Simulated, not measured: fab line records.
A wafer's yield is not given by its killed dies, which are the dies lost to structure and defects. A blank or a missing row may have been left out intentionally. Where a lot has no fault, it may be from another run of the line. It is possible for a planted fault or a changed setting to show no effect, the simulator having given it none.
Which tool was responsible? -- flow n5-finfet -- Sampling: 10 lots, 30 wafers, 5 of 1938 route steps

WHAT EACH GAUGE READ, for each wafer
N5_DUMMY_GATE_CD_MEAS_24: target cd 15 nm. Usual: 15.0 nm for cd-nm, sd 0.35.
lot,measured,on,cd-nm (nm),flag
L900,day 3 05:55,cd-sem-01,14.4 14.9 15.2,
L902,day 3 19:17,cd-sem-03,15.3 15.0 15.4,
L903,day 4 00:20,cd-sem-01,14.5 15.0 14.3,
L905,day 4 14:50,cd-sem-02,15.5 14.8 15.4,
L907,day 5 00:14,cd-sem-02,15.4 14.9 15.0,
L913,day 6 10:14,cd-sem-02,14.9 14.9 15.2,
L916,day 7 05:10,cd-sem-01,15.0 14.9 14.7,
L918,day 7 16:31,cd-sem-02,15.0 14.9 14.6,
L920,day 8 05:26,cd-sem-03,15.4 14.9 15.4,
L922,day 8 16:58,cd-sem-03,15.0 14.8 15.2,

N5_BEOL_M4_RC_MEAS_101. Usual: DIBL_N 36.5 mV/V, standard deviation 1.4; DIBL_P 36.5 mV/V, standard deviation 1.6; IOFF_N 0.163 nA/um, standard deviation 0.022; IOFF_P 0.219 nA/um, standard deviation 0.029; ION_N 675 uA/um, standard deviation 8.3; ION_P 464 uA/um, standard deviation 6.2; SS_N 71.5 mV/dec, standard deviation 0.52; SS_P 73.4 mV/dec, standard deviation 0.57; VT_N 249.7 mV, standard deviation 2.6; VT_P -250 mV, standard deviation 3.
lot,measured,on,DIBL_N (mV/V),DIBL_P (mV/V),IOFF_N (nA/um),IOFF_P (nA/um),ION_N (uA/um),ION_P (uA/um),SS_N (mV/dec),SS_P (mV/dec),VT_N (mV),VT_P (mV),flag
L900,day 8 03:10,prober-01,38.3 36.7 36.8,37.0 34.9 34.5,0.170 0.139 0.136,0.252 0.215 0.199,673 661 669,472 462 468,71.9 71.2 70.9,73.3 73.9 73.2,252.2 254.3 253.8,-249 -248 -249,
L902,day 9 04:06,prober-02,35.5 36.6 34.2,37.1 38.6 34.9,0.148 0.168 0.125,0.205 0.224 0.172,671 675 659,465 460 456,71.2 71.8 70.9,73.5 73.5 72.6,253.1 249.6 253.6,-252 -252 -254,
L903,day 9 19:38,prober-02,38.0 37.2 37.7,38.5 37.4 38.7,0.187 0.190 0.194,0.234 0.208 0.236,682 691 687,462 466 461,72.1 72.5 72.0,74.0 72.4 73.9,247.6 245.4 246.8,-249 -251 -251,
L905,day 9 16:14,prober-02,34.9 35.9 33.5,34.4 36.4 33.4,0.141 0.169 0.123,0.191 0.212 0.164,686 688 666,468 473 457,71.5 72.3 71.3,72.5 73.6 72.5,249.6 247.8 251.7,-249 -249 -254,
L907,day 9 22:42,prober-01,35.3 36.2 35.3,34.0 35.5 34.8,0.140 0.155 0.140,0.230 0.244 0.230,677 671 676,477 464 472,71.9 71.3 71.5,72.7 73.1 72.8,249.6 249.2 250.8,-244 -247 -248,
L913,day 11 18:43,prober-02,34.4 35.7 35.8,35.2 37.0 36.9,0.136 0.159 0.158,0.204 0.217 0.223,666 682 670,464 461 466,71.6 71.2 71.7,73.7 73.5 73.5,253.6 253.2 249.6,-250 -250 -249,
L916,day 12 07:55,prober-02,37.0 37.5 37.3,38.0 37.7 37.9,0.185 0.187 0.180,0.256 0.247 0.249,686 677 680,470 460 467,71.1 72.3 71.8,73.8 73.7 73.4,248.4 250.2 248.8,-249 -247 -246,
L918,day 12 21:46,prober-02,37.2 37.7 38.3,37.0 38.1 38.3,0.176 0.195 0.203,0.219 0.232 0.244,682 694 682,461 469 465,71.7 71.5 71.7,73.5 73.2 73.7,249.3 247.1 246.3,-250 -251 -250,
L920,day 13 10:22,prober-01,35.9 34.6 36.0,37.2 35.2 37.6,0.158 0.136 0.166,0.203 0.166 0.203,675 668 682,467 458 463,71.4 70.9 71.8,73.2 73.3 73.5,251.6 251.9 249.8,-253 -258 -252,
L922,day 14 04:43,prober-02,36.6 37.2 34.9,35.7 36.7 33.8,0.149 0.164 0.132,0.218 0.243 0.196,661 665 667,460 458 467,71.8 72.8 71.7,73.4 73.9 72.7,251.6 250.0 254.0,-250 -248 -251,

EACH LOT AND THE TOOL THAT RAN IT (in order: tool; ch and the chambers of the sampled wafers; start)
lot,N5_DUMMY_GATE_HM_OPEN_21,N5_SPACER0_ALD_07,N5_SPACER0_ALD_00
L900,"rie-diel-03 ch 0,1,3, day 3 05:33","ald-sin-04 ch 0,1,3, day 3 06:14","ald-sin-04 ch 0,1,3, day 3 06:23"
L902,"rie-diel-03 ch 0,1,2, day 3 18:59","ald-sin-03 ch 0,1, day 3 19:50","ald-sin-03 ch 0,1, day 3 19:59"
L903,"rie-diel-03 ch 0,1,3, day 3 23:58","ald-sin-04 ch 0,1, day 4 00:44","ald-sin-04 ch 0,1, day 4 00:53"
L905,"rie-diel-03 ch 0,3, day 4 14:28","ald-sin-04 ch 0,2,3, day 4 15:32","ald-sin-04 ch 0,2,3, day 4 15:41"
L907,"rie-diel-04 ch 0,1,3, day 4 23:53","ald-sin-04 ch 0,1,3, day 5 00:37","ald-sin-04 ch 0,1,3, day 5 00:46"
L913,"rie-diel-03 ch 0,1,2, day 6 09:52","ald-sin-03 ch 0,2, day 6 10:37","ald-sin-03 ch 0,2, day 6 10:46"
L916,"rie-diel-04 ch 0,2,3, day 7 04:48","ald-sin-02 ch 1,2, day 7 05:52","ald-sin-02 ch 1,2, day 7 06:01"
L918,"rie-diel-06 ch 0,1,2, day 7 16:09","ald-sin-04 ch 0,1,3, day 7 16:50","ald-sin-04 ch 0,1,3, day 7 16:59"
L920,"rie-diel-03 ch 1,2,3, day 8 05:04","ald-sin-04 ch 0,1,3, day 8 05:45","ald-sin-04 ch 0,1,3, day 8 05:54"
L922,"rie-diel-04 ch 1,2, day 8 16:37","ald-sin-02 ch 0,2,3, day 8 18:11","ald-sin-02 ch 0,2,3, day 8 18:20"
- N5_DUMMY_GATE_HM_OPEN_21: chemistry CH3F/O2, target SiNx, target depth 120 nm, time 171.4 s.
- N5_SPACER0_ALD_07: deposits SiNx, target thk 2 nm.
- N5_SPACER0_ALD_00: deposits SiOCN, target thk 3.5 nm, pulse time 3 s, purge time 2 s.

WHAT THE TOOLS THEMSELVES READ (means of the sampled wafers that have a number; where no wafer has one, the mark that the record gives instead)
N5_DUMMY_GATE_HM_OPEN_21. Usual: drypump-motor-current-A 5.9 A, standard deviation 0.35; oes-product-au 0.79 a.u., standard deviation 0.093; rf-fwd-power-W 393.9 W, standard deviation 1.2; rf-vpp-V 299 V, standard deviation 3.8; showerhead-plenum-p-Torr 2.04 Torr, standard deviation 0.057; throttle-valve-pct 16.5 %, standard deviation 0.32.
lot,tool,drypump-motor-current-A (A),oes-product-au (a.u.),rf-fwd-power-W (W),rf-vpp-V (V),showerhead-plenum-p-Torr (Torr),throttle-valve-pct (%),flag
L900,rie-diel-03,6.0,0.84,393.7,299,2.08,16.3,
L902,rie-diel-03,6.0,0.81,394.6,297,2.03,16.4,
L903,rie-diel-03,6.0,0.84,393.5,300,2.07,16.4,
L905,rie-diel-03,6.1,0.83,394.4,297,2.07,16.2,
L907,rie-diel-04,5.8,0.73,394.2,299,2.04,16.6,
L913,rie-diel-03,6.0,0.89,393.7,298,2.02,16.3,
L916,rie-diel-04,5.8,0.76,394.0,298,2.00,16.6,
L918,rie-diel-06,5.6,0.75,393.0,303,2.04,16.7,
L920,rie-diel-03,6.3,0.81,394.1,298,2.07,16.5,
L922,rie-diel-04,5.6,0.72,394.4,296,2.04,16.5,

N5_SPACER0_ALD_07. Usual: 829 W for heater-power-w, sd 50.
lot,tool,heater-power-w (W),flag
L900,ald-sin-04,843,
L902,ald-sin-03,863,
L903,ald-sin-04,831,
L905,ald-sin-04,856,
L907,ald-sin-04,839,
L913,ald-sin-03,877,
L916,ald-sin-02,719,
L918,ald-sin-04,857,
L920,ald-sin-04,845,
L922,ald-sin-02,756,

N5_SPACER0_ALD_00. Usual: heater-power-w 831 W, standard deviation 50; precursor-pulse-height-rel 0.997, standard deviation 0.02.
lot,tool,heater-power-w (W),precursor-pulse-height-rel,flag
L900,ald-sin-04,841,0.996,
L902,ald-sin-03,858,0.996,
L903,ald-sin-04,830,0.985,
L905,ald-sin-04,871,0.992,
L907,ald-sin-04,836,0.982,
L913,ald-sin-03,880,1.000,
L916,ald-sin-02,721,0.996,
L918,ald-sin-04,851,0.997,
L920,ald-sin-04,837,1.021,
L922,ald-sin-02,773,1.003,

THE ANSWER, worked out from the rows above alone
Rule: a lot is off if the mean of its wafers that have a number lies more than 3 standard deviations from the usual mean. Also off: a lot with no number at a reading for which 4 or more lots have one. The other lots that the step has rows for count as sound. The gauges are gone through in route order, then the tools' own readings, and for those a lot's mean is taken as printed above. At the first step where some lot is off, the reading lying furthest off is the one used; lots without a number count as furthest.
No lot is off at any reading shown: from this, nothing can be told.

WHAT THE SIMULATOR PUT IN
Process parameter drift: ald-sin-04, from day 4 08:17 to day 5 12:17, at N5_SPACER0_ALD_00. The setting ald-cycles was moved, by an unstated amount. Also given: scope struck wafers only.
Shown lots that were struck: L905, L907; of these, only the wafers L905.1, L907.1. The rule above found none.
